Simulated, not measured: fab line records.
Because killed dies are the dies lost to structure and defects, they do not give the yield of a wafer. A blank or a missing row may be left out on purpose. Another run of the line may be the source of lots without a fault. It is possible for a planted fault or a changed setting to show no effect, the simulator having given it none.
The tool behind it: which one? / flow nandHarc / Sampling: 24 lots, 72 wafers, 6 of 1159 route steps

== WHAT EACH GAUGE READ, for each wafer ==
No reading from a measuring or inspecting step in the record can be judged against a usual standard deviation.

== TOOL THAT RAN EACH LOT (tool first, then ch and the chambers of the sampled wafers, then the start) ==
lot=L074; NHARC_P_GATE_STRIP_95=plasmaAsher-01 ch 0,1, day 5 13:08; NHARC_P_GATE_RTA_82=rtpAnneal-01 ch 0, day 5 14:46; NHARC_P_M2_DESCUM_14=rieDiel-09 ch 0,1,3, day 6 14:26; NHARC_P_M2_PVD_20=pvdSputter-01, day 6 17:16 or earlier; NHARC_P_M2_PRE_CLEAN_32=pecvd-02 ch 0,1, day 6 17:16; NHARC_P_BONDPAD_DEP_00=pecvd-02 ch 0,2, no start
lot=L076; NHARC_P_GATE_STRIP_95=plasmaAsher-02 ch 0,1, day 5 19:28; NHARC_P_GATE_RTA_82=rtpAnneal-01 ch 0, day 5 21:26; NHARC_P_M2_DESCUM_14=rieDiel-09 ch 0,2, day 6 17:53; NHARC_P_M2_PVD_20=pvdSputter-01, day 6 20:41 or earlier; NHARC_P_M2_PRE_CLEAN_32=pecvd-01 ch 1,2, day 6 20:41; NHARC_P_BONDPAD_DEP_00=pecvd-02 ch 0,1,2, day 6 21:13
lot=L075; NHARC_P_GATE_STRIP_95=plasmaAsher-02 ch 0,1, day 5 20:15; NHARC_P_GATE_RTA_82=rtpAnneal-01 ch 0, day 5 22:47; NHARC_P_M2_DESCUM_14=rieDiel-10 ch 1,2,3, day 6 18:43; NHARC_P_M2_PVD_20=pvdSputter-02, day 6 21:22 or earlier; NHARC_P_M2_PRE_CLEAN_32=pecvd-01 ch 0,1,2, day 6 21:22; NHARC_P_BONDPAD_DEP_00=pecvd-02 ch 1,2, day 6 21:54
lot=L077; NHARC_P_GATE_STRIP_95=plasmaAsher-01 ch 0,1, day 6 01:34; NHARC_P_GATE_RTA_82=rtpAnneal-02 ch 0, day 6 03:32; NHARC_P_M2_DESCUM_14=rieDiel-03 ch 2,3, day 6 23:02; NHARC_P_M2_PVD_20=pvdSputter-03, day 7 01:46 or earlier; NHARC_P_M2_PRE_CLEAN_32=pecvd-03 ch 1,2, day 7 01:46; NHARC_P_BONDPAD_DEP_00=pecvd-02 ch 0,1, day 7 02:20
lot=L078; NHARC_P_GATE_STRIP_95=plasmaAsher-01 ch 0,1, day 6 13:33; NHARC_P_GATE_RTA_82=rtpAnneal-01 ch 0, day 6 15:10; NHARC_P_M2_DESCUM_14=rieDiel-09 ch 0,1,3, day 7 08:04; NHARC_P_M2_PVD_20=pvdSputter-03, day 7 10:52 or earlier; NHARC_P_M2_PRE_CLEAN_32=pecvd-03 ch 0,2, day 7 10:52; NHARC_P_BONDPAD_DEP_00=pecvd-03 ch 0,1,2, no start
lot=L079; NHARC_P_GATE_STRIP_95=plasmaAsher-02 ch 0,1, day 6 16:13; NHARC_P_GATE_RTA_82=rtpAnneal-02 ch 0, day 6 17:51; NHARC_P_M2_DESCUM_14=rieDiel-09 ch 1,3, day 7 08:40; NHARC_P_M2_PVD_20=pvdSputter-01, day 7 11:38 or earlier; NHARC_P_M2_PRE_CLEAN_32=pecvd-01 ch 1,2, day 7 11:38; NHARC_P_BONDPAD_DEP_00=pecvd-03 ch 0,2, day 7 12:11
lot=L081; NHARC_P_GATE_STRIP_95=plasmaAsher-02 ch 0,1, day 6 21:03; NHARC_P_GATE_RTA_82=rtpAnneal-01 ch 0, day 6 22:41; NHARC_P_M2_DESCUM_14=rieDiel-09 ch 1,3, day 7 15:45; NHARC_P_M2_PVD_20=pvdSputter-03, day 7 18:38 or earlier; NHARC_P_M2_PRE_CLEAN_32=pecvd-03 ch 0,1, day 7 18:38; NHARC_P_BONDPAD_DEP_00=pecvd-03 ch 0,1, no start
lot=L080; NHARC_P_GATE_STRIP_95=plasmaAsher-01 ch 0,1, day 6 21:26; NHARC_P_GATE_RTA_82=rtpAnneal-02 ch 0, day 6 23:09; NHARC_P_M2_DESCUM_14=rieDiel-09 ch 0,1,3, day 7 15:56; NHARC_P_M2_PVD_20=pvdSputter-02, day 7 18:40 or earlier; NHARC_P_M2_PRE_CLEAN_32=pecvd-01 ch 0,1,2, day 7 18:40; NHARC_P_BONDPAD_DEP_00=pecvd-01 ch 0,1,2, no start
lot=L083; NHARC_P_GATE_STRIP_95=plasmaAsher-01 ch 0,1, day 7 14:02; NHARC_P_GATE_RTA_82=rtpAnneal-02 ch 0, day 7 15:40; NHARC_P_M2_DESCUM_14=rieDiel-03 ch 0,1, day 8 12:37; NHARC_P_M2_PVD_20=pvdSputter-01, day 8 15:43 or earlier; NHARC_P_M2_PRE_CLEAN_32=pecvd-03 ch 0,1, day 8 15:43; NHARC_P_BONDPAD_DEP_00=pecvd-01 ch 0,1, day 8 16:11
lot=L082; NHARC_P_GATE_STRIP_95=plasmaAsher-02 ch 0,1, day 7 14:22; NHARC_P_GATE_RTA_82=rtpAnneal-01 ch 0, day 7 16:01; NHARC_P_M2_DESCUM_14=rieDiel-09 ch 0,2,3, day 8 13:27; NHARC_P_M2_PVD_20=pvdSputter-03, day 8 16:06 or earlier; NHARC_P_M2_PRE_CLEAN_32=pecvd-03 ch 0,1,2, day 8 16:06; NHARC_P_BONDPAD_DEP_00=pecvd-02 ch 1,2, day 8 16:35
lot=L085; NHARC_P_GATE_STRIP_95=plasmaAsher-01 ch 1, day 7 23:13; NHARC_P_GATE_RTA_82=rtpAnneal-02 ch 0, day 8 00:52; NHARC_P_M2_DESCUM_14=rieDiel-09 ch 0,2,3, day 8 15:09; NHARC_P_M2_PVD_20=pvdSputter-01, day 8 18:11 or earlier; NHARC_P_M2_PRE_CLEAN_32=pecvd-02 ch 0,2, day 8 18:11; NHARC_P_BONDPAD_DEP_00=pecvd-01 ch 0,2, day 8 18:43
lot=L084; NHARC_P_GATE_STRIP_95=plasmaAsher-02 ch 1, day 8 00:05; NHARC_P_GATE_RTA_82=rtpAnneal-02 ch 0, day 8 01:43; NHARC_P_M2_DESCUM_14=rieDiel-09 ch 0,3, day 8 16:48; NHARC_P_M2_PVD_20=pvdSputter-01, day 8 19:29 or earlier; NHARC_P_M2_PRE_CLEAN_32=pecvd-01 ch 1,2, day 8 19:29; NHARC_P_BONDPAD_DEP_00=pecvd-02 ch 1,2, day 8 20:01
lot=L086; NHARC_P_GATE_STRIP_95=plasmaAsher-01 ch 0,1, day 8 15:07; NHARC_P_GATE_RTA_82=rtpAnneal-02 ch 0, day 8 16:46; NHARC_P_M2_DESCUM_14=rieDiel-09 ch 0,1,2, day 9 08:49; NHARC_P_M2_PVD_20=pvdSputter-03, day 9 12:14 or earlier; NHARC_P_M2_PRE_CLEAN_32=pecvd-02 ch 1,2, day 9 12:14; NHARC_P_BONDPAD_DEP_00=pecvd-03 ch 1,2, day 9 12:46
lot=L087; NHARC_P_GATE_STRIP_95=plasmaAsher-02 ch 0,1, day 8 15:26; NHARC_P_GATE_RTA_82=rtpAnneal-01 ch 0, day 8 17:05; NHARC_P_M2_DESCUM_14=rieDiel-09 ch 0,1,2, day 9 09:52; NHARC_P_M2_PVD_20=pvdSputter-01, day 9 12:50 or earlier; NHARC_P_M2_PRE_CLEAN_32=pecvd-01 ch 0,2, day 9 12:50; NHARC_P_BONDPAD_DEP_00=pecvd-01 ch 0,1,2, no start
lot=L088; NHARC_P_GATE_STRIP_95=plasmaAsher-01 ch 0,1, day 9 01:11; NHARC_P_GATE_RTA_82=rtpAnneal-01 ch 0, day 9 03:07; NHARC_P_M2_DESCUM_14=rieDiel-10 ch 0,2,3, day 9 18:12; NHARC_P_M2_PVD_20=pvdSputter-03, day 9 20:53 or earlier; NHARC_P_M2_PRE_CLEAN_32=pecvd-02 ch 0,1,2, day 9 20:53; NHARC_P_BONDPAD_DEP_00=pecvd-01 ch 0,2, day 9 21:26
lot=L089; NHARC_P_GATE_STRIP_95=plasmaAsher-02 ch 0,1, day 9 08:26; NHARC_P_GATE_RTA_82=rtpAnneal-02 ch 0, day 9 10:04; NHARC_P_M2_DESCUM_14=rieDiel-09 ch 0,1,2, day 10 03:20; NHARC_P_M2_PVD_20=pvdSputter-03, day 10 06:01 or earlier; NHARC_P_M2_PRE_CLEAN_32=pecvd-01 ch 0,1, day 10 06:01; NHARC_P_BONDPAD_DEP_00=pecvd-01 ch 0,2, no start
lot=L090; NHARC_P_GATE_STRIP_95=plasmaAsher-01 ch 0,1, day 9 09:11; NHARC_P_GATE_RTA_82=rtpAnneal-02 ch 0, day 9 10:50; NHARC_P_M2_DESCUM_14=rieDiel-09 ch 0,1,2, day 10 04:00; NHARC_P_M2_PVD_20=pvdSputter-01, day 10 06:43 or earlier; NHARC_P_M2_PRE_CLEAN_32=pecvd-03 ch 0,2, day 10 06:43; NHARC_P_BONDPAD_DEP_00=pecvd-02 ch 0,1,2, day 10 07:14
lot=L091; NHARC_P_GATE_STRIP_95=plasmaAsher-02 ch 0,1, day 9 17:41; NHARC_P_GATE_RTA_82=rtpAnneal-02 ch 0, day 9 19:21; NHARC_P_M2_DESCUM_14=rieDiel-09 ch 0,1,3, day 10 16:28; NHARC_P_M2_PVD_20=pvdSputter-02, day 10 19:20 or earlier; NHARC_P_M2_PRE_CLEAN_32=pecvd-03 ch 0,1,2, day 10 19:20; NHARC_P_BONDPAD_DEP_00=pecvd-03 ch 0,1,2, no start
lot=L092; NHARC_P_GATE_STRIP_95=plasmaAsher-02 ch 0,1, day 10 03:28; NHARC_P_GATE_RTA_82=rtpAnneal-02 ch 0, day 10 05:08; NHARC_P_M2_DESCUM_14=rieDiel-09 ch 2,3, day 11 00:26; NHARC_P_M2_PVD_20=pvdSputter-02, day 11 03:20 or earlier; NHARC_P_M2_PRE_CLEAN_32=pecvd-03 ch 0,2, day 11 03:20; NHARC_P_BONDPAD_DEP_00=pecvd-02 ch 0,2, day 11 03:53
lot=L093; NHARC_P_GATE_STRIP_95=plasmaAsher-01 ch 1, day 10 05:32; NHARC_P_GATE_RTA_82=rtpAnneal-01 ch 0, day 10 07:11; NHARC_P_M2_DESCUM_14=rieDiel-09 ch 0,1,2, day 11 00:48; NHARC_P_M2_PVD_20=pvdSputter-02, day 11 03:41 or earlier; NHARC_P_M2_PRE_CLEAN_32=pecvd-03 ch 0,1,2, day 11 03:41; NHARC_P_BONDPAD_DEP_00=pecvd-02 ch 0,1,2, day 11 04:12
lot=L094; NHARC_P_GATE_STRIP_95=plasmaAsher-01 ch 0,1, day 10 11:24; NHARC_P_GATE_RTA_82=rtpAnneal-02 ch 0, day 10 13:04; NHARC_P_M2_DESCUM_14=rieDiel-09 ch 0,1,2, day 11 03:28; NHARC_P_M2_PVD_20=pvdSputter-02, day 11 06:06 or earlier; NHARC_P_M2_PRE_CLEAN_32=pecvd-02 ch 0,2, day 11 06:06; NHARC_P_BONDPAD_DEP_00=pecvd-02 ch 0,1,2, no start
lot=L095; NHARC_P_GATE_STRIP_95=plasmaAsher-01 ch 0,1, day 10 16:40; NHARC_P_GATE_RTA_82=rtpAnneal-01 ch 0, day 10 18:17; NHARC_P_M2_DESCUM_14=rieDiel-09 ch 2,3, day 11 09:04; NHARC_P_M2_PVD_20=pvdSputter-01, day 11 11:44 or earlier; NHARC_P_M2_PRE_CLEAN_32=pecvd-03 ch 0,2, day 11 11:44; NHARC_P_BONDPAD_DEP_00=pecvd-01 ch 0,1, day 11 12:13
lot=L096; NHARC_P_GATE_STRIP_95=plasmaAsher-02 ch 0,1, day 10 22:36; NHARC_P_GATE_RTA_82=rtpAnneal-01 ch 0, day 11 00:17; NHARC_P_M2_DESCUM_14=rieDiel-03 ch 0,3, day 11 14:47; NHARC_P_M2_PVD_20=pvdSputter-01, day 11 18:02 or earlier; NHARC_P_M2_PRE_CLEAN_32=pecvd-02 ch 0,1,2, day 11 18:02; NHARC_P_BONDPAD_DEP_00=pecvd-03 ch 0,1,2, day 11 18:39
lot=L097; NHARC_P_GATE_STRIP_95=plasmaAsher-02 ch 0,1, day 11 12:14; NHARC_P_GATE_RTA_82=rtpAnneal-01 ch 0, day 11 14:22; NHARC_P_M2_DESCUM_14=rieDiel-10 ch 0,1, day 12 08:47; NHARC_P_M2_PVD_20=pvdSputter-02, day 12 11:28 or earlier; NHARC_P_M2_PRE_CLEAN_32=pecvd-03 ch 1,2, day 12 11:28; NHARC_P_BONDPAD_DEP_00=pecvd-01 ch 0,2, day 12 12:01
- NHARC_P_GATE_STRIP_95: strips in O2.
- NHARC_P_GATE_RTA_82: time 30 s.
- NHARC_P_M2_DESCUM_14: chemistry O2, time 3 s.
- NHARC_P_M2_PVD_20: deposits TaN, target thk 5 nm, time 8.06 s.
- NHARC_P_M2_PRE_CLEAN_32: time 12 s.
- NHARC_P_BONDPAD_DEP_00: deposits SiCN, target thk 250 nm.

== WHAT THE TOOLS THEMSELVES READ (means of the sampled wafers that have a number; where no wafer has one, the mark that the record gives instead) ==
NHARC_P_GATE_STRIP_95.
lot=L074; tool=plasmaAsher-01; drypumpMotorCurrentA (A)=5.64; heaterPowerW (W)=362
lot=L076; tool=plasmaAsher-02; drypumpMotorCurrentA (A)=5.73; heaterPowerW (W)=317
lot=L075; tool=plasmaAsher-02; drypumpMotorCurrentA (A)=5.77; heaterPowerW (W)=320
lot=L077; tool=plasmaAsher-01; drypumpMotorCurrentA (A)=5.77; heaterPowerW (W)=366
lot=L078; tool=plasmaAsher-01; drypumpMotorCurrentA (A)=5.58; heaterPowerW (W)=364
lot=L079; tool=plasmaAsher-02; drypumpMotorCurrentA (A)=5.76; heaterPowerW (W)=313
lot=L081; tool=plasmaAsher-02; drypumpMotorCurrentA (A)=5.79; heaterPowerW (W)=319
lot=L080; tool=plasmaAsher-01; drypumpMotorCurrentA (A)=5.60; heaterPowerW (W)=367
lot=L083; tool=plasmaAsher-01; drypumpMotorCurrentA (A)=5.78; heaterPowerW (W)=368
lot=L082; tool=plasmaAsher-02; drypumpMotorCurrentA (A)=5.77; heaterPowerW (W)=316
lot=L085; tool=plasmaAsher-01; drypumpMotorCurrentA (A)=5.41; heaterPowerW (W)=366
lot=L084; tool=plasmaAsher-02; drypumpMotorCurrentA (A)=5.82; heaterPowerW (W)=325
lot=L086; tool=plasmaAsher-01; drypumpMotorCurrentA (A)=5.60; heaterPowerW (W)=367
lot=L087; tool=plasmaAsher-02; drypumpMotorCurrentA (A)=5.76; heaterPowerW (W)=315
lot=L088; tool=plasmaAsher-01; drypumpMotorCurrentA (A)=5.61; heaterPowerW (W)=360
lot=L089; tool=plasmaAsher-02; drypumpMotorCurrentA (A)=5.77; heaterPowerW (W)=320
lot=L090; tool=plasmaAsher-01; drypumpMotorCurrentA (A)=5.58; heaterPowerW (W)=365
lot=L091; tool=plasmaAsher-02; drypumpMotorCurrentA (A)=5.78; heaterPowerW (W)=323
lot=L092; tool=plasmaAsher-02; drypumpMotorCurrentA (A)=5.80; heaterPowerW (W)=324
lot=L093; tool=plasmaAsher-01; drypumpMotorCurrentA (A)=5.39; heaterPowerW (W)=366
lot=L094; tool=plasmaAsher-01; drypumpMotorCurrentA (A)=5.76; heaterPowerW (W)=369
lot=L095; tool=plasmaAsher-01; drypumpMotorCurrentA (A)=5.78; heaterPowerW (W)=366
lot=L096; tool=plasmaAsher-02; drypumpMotorCurrentA (A)=5.71; heaterPowerW (W)=304
lot=L097; tool=plasmaAsher-02; drypumpMotorCurrentA (A)=5.78; heaterPowerW (W)=323

NHARC_P_GATE_RTA_82.
lot=L074; tool=rtpAnneal-01; lampPowerPct (%)=4.43; wafer_temp_C_max=453.7
lot=L076; tool=rtpAnneal-01; lampPowerPct (%)=4.44; wafer_temp_C_max=453.6
lot=L075; tool=rtpAnneal-01; lampPowerPct (%)=4.44; wafer_temp_C_max=453.1
lot=L077; tool=rtpAnneal-02; lampPowerPct (%)=4.09; wafer_temp_C_max=452.4
lot=L078; tool=rtpAnneal-01; lampPowerPct (%)=4.44; wafer_temp_C_max=452.5
lot=L079; tool=rtpAnneal-02; lampPowerPct (%)=4.09; wafer_temp_C_max=452.2
lot=L081; tool=rtpAnneal-01; lampPowerPct (%)=4.44; wafer_temp_C_max=453.8
lot=L080; tool=rtpAnneal-02; lampPowerPct (%)=4.09; wafer_temp_C_max=452.4
lot=L083; tool=rtpAnneal-02; lampPowerPct (%)=4.09; wafer_temp_C_max=452.1
lot=L082; tool=rtpAnneal-01; lampPowerPct (%)=4.44; wafer_temp_C_max=453.3
lot=L085; tool=rtpAnneal-02; lampPowerPct (%)=4.09; wafer_temp_C_max=451.9
lot=L084; tool=rtpAnneal-02; lampPowerPct (%)=4.09; wafer_temp_C_max=452.9
lot=L086; tool=rtpAnneal-02; lampPowerPct (%)=4.09; wafer_temp_C_max=452.4
lot=L087; tool=rtpAnneal-01; lampPowerPct (%)=4.44; wafer_temp_C_max=453.4
lot=L088; tool=rtpAnneal-01; lampPowerPct (%)=4.44; wafer_temp_C_max=453.2
lot=L089; tool=rtpAnneal-02; lampPowerPct (%)=4.09; wafer_temp_C_max=453.0
lot=L090; tool=rtpAnneal-02; lampPowerPct (%)=4.09; wafer_temp_C_max=452.9
lot=L091; tool=rtpAnneal-02; lampPowerPct (%)=4.09; wafer_temp_C_max=452.2
lot=L092; tool=rtpAnneal-02; lampPowerPct (%)=4.09; wafer_temp_C_max=452.6
lot=L093; tool=rtpAnneal-01; lampPowerPct (%)=4.44; wafer_temp_C_max=452.1
lot=L094; tool=rtpAnneal-02; lampPowerPct (%)=4.09; wafer_temp_C_max=452.6
lot=L095; tool=rtpAnneal-01; lampPowerPct (%)=4.44; wafer_temp_C_max=453.5
lot=L096; tool=rtpAnneal-01; lampPowerPct (%)=4.44; wafer_temp_C_max=452.7
lot=L097; tool=rtpAnneal-01; lampPowerPct (%)=4.44; wafer_temp_C_max=453.3

NHARC_P_M2_DESCUM_14.
lot=L074; tool=rieDiel-09; drypumpMotorCurrentA (A)=6.2; oesProductAu (a.u.)=1.004; rfVppV (V)=57.4; showerheadPlenumPTorr (Torr)=1.89; throttleValvePct (%)=11.317
lot=L076; tool=rieDiel-09; drypumpMotorCurrentA (A)=5.9; oesProductAu (a.u.)=1.001; rfVppV (V)=57.9; showerheadPlenumPTorr (Torr)=1.99; throttleValvePct (%)=11.311
lot=L075; tool=rieDiel-10; drypumpMotorCurrentA (A)=6.0; oesProductAu (a.u.)=0.996; rfVppV (V)=57.9; showerheadPlenumPTorr (Torr)=1.90; throttleValvePct (%)=11.312
lot=L077; tool=rieDiel-03; drypumpMotorCurrentA (A)=5.8; oesProductAu (a.u.)=0.984; rfVppV (V)=57.7; showerheadPlenumPTorr (Torr)=1.98; throttleValvePct (%)=11.308
lot=L078; tool=rieDiel-09; drypumpMotorCurrentA (A)=6.2; oesProductAu (a.u.)=0.999; rfVppV (V)=57.8; showerheadPlenumPTorr (Torr)=1.89; throttleValvePct (%)=11.313
lot=L079; tool=rieDiel-09; drypumpMotorCurrentA (A)=6.3; oesProductAu (a.u.)=1.008; rfVppV (V)=57.8; showerheadPlenumPTorr (Torr)=1.83; throttleValvePct (%)=11.306
lot=L081; tool=rieDiel-09; drypumpMotorCurrentA (A)=6.0; oesProductAu (a.u.)=1.012; rfVppV (V)=57.7; showerheadPlenumPTorr (Torr)=1.87; throttleValvePct (%)=11.318
lot=L080; tool=rieDiel-09; drypumpMotorCurrentA (A)=6.2; oesProductAu (a.u.)=1.003; rfVppV (V)=58.0; showerheadPlenumPTorr (Torr)=1.89; throttleValvePct (%)=11.310
lot=L083; tool=rieDiel-03; drypumpMotorCurrentA (A)=5.9; oesProductAu (a.u.)=0.991; rfVppV (V)=57.7; showerheadPlenumPTorr (Torr)=1.84; throttleValvePct (%)=11.310
lot=L082; tool=rieDiel-09; drypumpMotorCurrentA (A)=6.0; oesProductAu (a.u.)=0.996; rfVppV (V)=57.9; showerheadPlenumPTorr (Torr)=1.93; throttleValvePct (%)=11.306
lot=L085; tool=rieDiel-09; drypumpMotorCurrentA (A)=6.0; oesProductAu (a.u.)=0.992; rfVppV (V)=58.7; showerheadPlenumPTorr (Torr)=1.93; throttleValvePct (%)=11.311
lot=L084; tool=rieDiel-09; drypumpMotorCurrentA (A)=6.5; oesProductAu (a.u.)=0.997; rfVppV (V)=57.3; showerheadPlenumPTorr (Torr)=1.92; throttleValvePct (%)=11.305
lot=L086; tool=rieDiel-09; drypumpMotorCurrentA (A)=5.7; oesProductAu (a.u.)=1.006; rfVppV (V)=58.8; showerheadPlenumPTorr (Torr)=1.97; throttleValvePct (%)=11.302
lot=L087; tool=rieDiel-09; drypumpMotorCurrentA (A)=5.7; oesProductAu (a.u.)=1.000; rfVppV (V)=58.1; showerheadPlenumPTorr (Torr)=1.97; throttleValvePct (%)=11.319
lot=L088; tool=rieDiel-10; drypumpMotorCurrentA (A)=5.6; oesProductAu (a.u.)=1.005; rfVppV (V)=57.4; showerheadPlenumPTorr (Torr)=1.93; throttleValvePct (%)=11.311
lot=L089; tool=rieDiel-09; drypumpMotorCurrentA (A)=5.7; oesProductAu (a.u.)=0.987; rfVppV (V)=57.7; showerheadPlenumPTorr (Torr)=1.97; throttleValvePct (%)=11.317
lot=L090; tool=rieDiel-09; drypumpMotorCurrentA (A)=5.7; oesProductAu (a.u.)=0.993; rfVppV (V)=58.6; showerheadPlenumPTorr (Torr)=1.97; throttleValvePct (%)=11.323
lot=L091; tool=rieDiel-09; drypumpMotorCurrentA (A)=6.2; oesProductAu (a.u.)=1.005; rfVppV (V)=58.1; showerheadPlenumPTorr (Torr)=1.89; throttleValvePct (%)=11.307
lot=L092; tool=rieDiel-09; drypumpMotorCurrentA (A)=5.5; oesProductAu (a.u.)=0.993; rfVppV (V)=57.7; showerheadPlenumPTorr (Torr)=1.94; throttleValvePct (%)=11.316
lot=L093; tool=rieDiel-09; drypumpMotorCurrentA (A)=5.7; oesProductAu (a.u.)=0.997; rfVppV (V)=58.6; showerheadPlenumPTorr (Torr)=1.97; throttleValvePct (%)=11.317
lot=L094; tool=rieDiel-09; drypumpMotorCurrentA (A)=5.7; oesProductAu (a.u.)=1.006; rfVppV (V)=58.2; showerheadPlenumPTorr (Torr)=1.97; throttleValvePct (%)=11.320
lot=L095; tool=rieDiel-09; drypumpMotorCurrentA (A)=6.0; oesProductAu (a.u.)=0.992; rfVppV (V)=57.1; showerheadPlenumPTorr (Torr)=1.87; throttleValvePct (%)=11.311
lot=L096; tool=rieDiel-03; drypumpMotorCurrentA (A)=6.0; oesProductAu (a.u.)=1.003; rfVppV (V)=57.6; showerheadPlenumPTorr (Torr)=1.91; throttleValvePct (%)=11.299
lot=L097; tool=rieDiel-10; drypumpMotorCurrentA (A)=5.9; oesProductAu (a.u.)=0.992; rfVppV (V)=58.4; showerheadPlenumPTorr (Torr)=1.94; throttleValvePct (%)=11.314

NHARC_P_M2_PVD_20.
lot=L074; tool=pvdSputter-01; chamberPressurePa (Pa)=0.12; throttleValvePct (%)=29.9
lot=L076; tool=pvdSputter-01; chamberPressurePa (Pa)=0.12; throttleValvePct (%)=30.2
lot=L075; tool=pvdSputter-02; chamberPressurePa (Pa)=0.12; throttleValvePct (%)=29.9
lot=L077; tool=pvdSputter-03; chamberPressurePa (Pa)=0.12; throttleValvePct (%)=30.1
lot=L078; tool=pvdSputter-03; chamberPressurePa (Pa)=0.12; throttleValvePct (%)=30.4
lot=L079; tool=pvdSputter-01; chamberPressurePa (Pa)=0.12; throttleValvePct (%)=30.5
lot=L081; tool=pvdSputter-03; chamberPressurePa (Pa)=0.12; throttleValvePct (%)=30.7
lot=L080; tool=pvdSputter-02; chamberPressurePa (Pa)=0.12; throttleValvePct (%)=30.3
lot=L083; tool=pvdSputter-01; chamberPressurePa (Pa)=0.12; throttleValvePct (%)=29.3
lot=L082; tool=pvdSputter-03; chamberPressurePa (Pa)=0.12; throttleValvePct (%)=30.1
lot=L085; tool=pvdSputter-01; chamberPressurePa (Pa)=0.12; throttleValvePct (%)=29.8
lot=L084; tool=pvdSputter-01; chamberPressurePa (Pa)=0.12; throttleValvePct (%)=29.0
lot=L086; tool=pvdSputter-03; chamberPressurePa (Pa)=0.12; throttleValvePct (%)=29.5
lot=L087; tool=pvdSputter-01; chamberPressurePa (Pa)=0.12; throttleValvePct (%)=29.8
lot=L088; tool=pvdSputter-03; chamberPressurePa (Pa)=0.12; throttleValvePct (%)=30.3
lot=L089; tool=pvdSputter-03; chamberPressurePa (Pa)=0.12; throttleValvePct (%)=29.1
lot=L090; tool=pvdSputter-01; chamberPressurePa (Pa)=0.12; throttleValvePct (%)=30.2
lot=L091; tool=pvdSputter-02; chamberPressurePa (Pa)=0.12; throttleValvePct (%)=30.1
lot=L092; tool=pvdSputter-02; chamberPressurePa (Pa)=0.12; throttleValvePct (%)=30.1
lot=L093; tool=pvdSputter-02; chamberPressurePa (Pa)=0.12; throttleValvePct (%)=30.0
lot=L094; tool=pvdSputter-02; chamberPressurePa (Pa)=0.12; throttleValvePct (%)=30.0
lot=L095; tool=pvdSputter-01; chamberPressurePa (Pa)=0.12; throttleValvePct (%)=29.0
lot=L096; tool=pvdSputter-01; chamberPressurePa (Pa)=0.12; throttleValvePct (%)=29.5
lot=L097; tool=pvdSputter-02; chamberPressurePa (Pa)=0.12; throttleValvePct (%)=31.1

NHARC_P_M2_PRE_CLEAN_32.
lot=L074; tool=pecvd-02; heaterPowerW (W)=687; susceptorTempC (C)=369.91
lot=L076; tool=pecvd-01; heaterPowerW (W)=608; susceptorTempC (C)=369.82
lot=L075; tool=pecvd-01; heaterPowerW (W)=656; susceptorTempC (C)=369.87
lot=L077; tool=pecvd-03; heaterPowerW (W)=550; susceptorTempC (C)=369.72
lot=L078; tool=pecvd-03; heaterPowerW (W)=597; susceptorTempC (C)=370.02
lot=L079; tool=pecvd-01; heaterPowerW (W)=565; susceptorTempC (C)=370.04
lot=L081; tool=pecvd-03; heaterPowerW (W)=604; susceptorTempC (C)=370.13
lot=L080; tool=pecvd-01; heaterPowerW (W)=627; susceptorTempC (C)=369.88
lot=L083; tool=pecvd-03; heaterPowerW (W)=636; susceptorTempC (C)=370.09
lot=L082; tool=pecvd-03; heaterPowerW (W)=592; susceptorTempC (C)=369.75
lot=L085; tool=pecvd-02; heaterPowerW (W)=598; susceptorTempC (C)=370.03
lot=L084; tool=pecvd-01; heaterPowerW (W)=579; susceptorTempC (C)=370.11
lot=L086; tool=pecvd-02; heaterPowerW (W)=605; susceptorTempC (C)=369.83
lot=L087; tool=pecvd-01; heaterPowerW (W)=649; susceptorTempC (C)=369.85
lot=L088; tool=pecvd-02; heaterPowerW (W)=658; susceptorTempC (C)=370.06
lot=L089; tool=pecvd-01; heaterPowerW (W)=606; susceptorTempC (C)=370.15
lot=L090; tool=pecvd-03; heaterPowerW (W)=687; susceptorTempC (C)=369.90
lot=L091; tool=pecvd-03; heaterPowerW (W)=619; susceptorTempC (C)=370.19
lot=L092; tool=pecvd-03; heaterPowerW (W)=669; susceptorTempC (C)=370.10
lot=L093; tool=pecvd-03; heaterPowerW (W)=583; susceptorTempC (C)=370.10
lot=L094; tool=pecvd-02; heaterPowerW (W)=589; susceptorTempC (C)=370.04
lot=L095; tool=pecvd-03; heaterPowerW (W)=686; susceptorTempC (C)=369.89
lot=L096; tool=pecvd-02; heaterPowerW (W)=642; susceptorTempC (C)=369.96
lot=L097; tool=pecvd-03; heaterPowerW (W)=591; susceptorTempC (C)=370.08

NHARC_P_BONDPAD_DEP_00.
lot=L074; tool=pecvd-02; heaterPowerW (W)=531; susceptorTempC (C)=370.02
lot=L076; tool=pecvd-02; heaterPowerW (W)=618; susceptorTempC (C)=369.99
lot=L075; tool=pecvd-02; heaterPowerW (W)=599; susceptorTempC (C)=369.91
lot=L077; tool=pecvd-02; heaterPowerW (W)=675; susceptorTempC (C)=369.82
lot=L078; tool=pecvd-03; heaterPowerW (W)=596; susceptorTempC (C)=370.04
lot=L079; tool=pecvd-03; heaterPowerW (W)=545; susceptorTempC (C)=370.06
lot=L081; tool=pecvd-03; heaterPowerW (W)=579; susceptorTempC (C)=369.94
lot=L080; tool=pecvd-01; heaterPowerW (W)=594; susceptorTempC (C)=369.99
lot=L083; tool=pecvd-01; heaterPowerW (W)=604; susceptorTempC (C)=369.91
lot=L082; tool=pecvd-02; heaterPowerW (W)=591; susceptorTempC (C)=370.08
lot=L085; tool=pecvd-01; heaterPowerW (W)=568; susceptorTempC (C)=369.99
lot=L084; tool=pecvd-02; heaterPowerW (W)=657; susceptorTempC (C)=369.97
lot=L086; tool=pecvd-03; heaterPowerW (W)=548; susceptorTempC (C)=370.03
lot=L087; tool=pecvd-01; heaterPowerW (W)=596; susceptorTempC (C)=370.05
lot=L088; tool=pecvd-01; heaterPowerW (W)=587; susceptorTempC (C)=370.02
lot=L089; tool=pecvd-01; heaterPowerW (W)=644; susceptorTempC (C)=369.95
lot=L090; tool=pecvd-02; heaterPowerW (W)=561; susceptorTempC (C)=370.17
lot=L091; tool=pecvd-03; heaterPowerW (W)=527; susceptorTempC (C)=369.83
lot=L092; tool=pecvd-02; heaterPowerW (W)=576; susceptorTempC (C)=370.26
lot=L093; tool=pecvd-02; heaterPowerW (W)=594; susceptorTempC (C)=370.13
lot=L094; tool=pecvd-02; heaterPowerW (W)=562; susceptorTempC (C)=369.86
lot=L095; tool=pecvd-01; heaterPowerW (W)=629; susceptorTempC (C)=370.07
lot=L096; tool=pecvd-03; heaterPowerW (W)=527; susceptorTempC (C)=370.05
lot=L097; tool=pecvd-01; heaterPowerW (W)=584; susceptorTempC (C)=370.25

== THE ANSWER, worked out from the rows above alone ==
Rule: the lots themselves supply what counts as usual. Put in order of their means at a reading, lots are off if they are a third of the lots or fewer, leave a main group of 4 or more, and stand apart from it by a gap of 3 or more times the standard deviation of the main group's means; of several such gaps the widest counts. Not used: any main group whose means are identical at the precision the tables above print for the reading. A lot without any number at a reading at which 4 lots or more have one is off too. Where the step has rows for the other lots, those lots are counted as sound. The gauges are gone through in route order, then the tools' own readings, and for those a lot's mean is taken as printed above. At the first step where some lot is off, the reading lying furthest off is the one used; lots without a number count as furthest.
Nothing can be told from this: no lot is off at any reading shown.

== WHAT WAS PUT IN BY THE SIMULATOR ==
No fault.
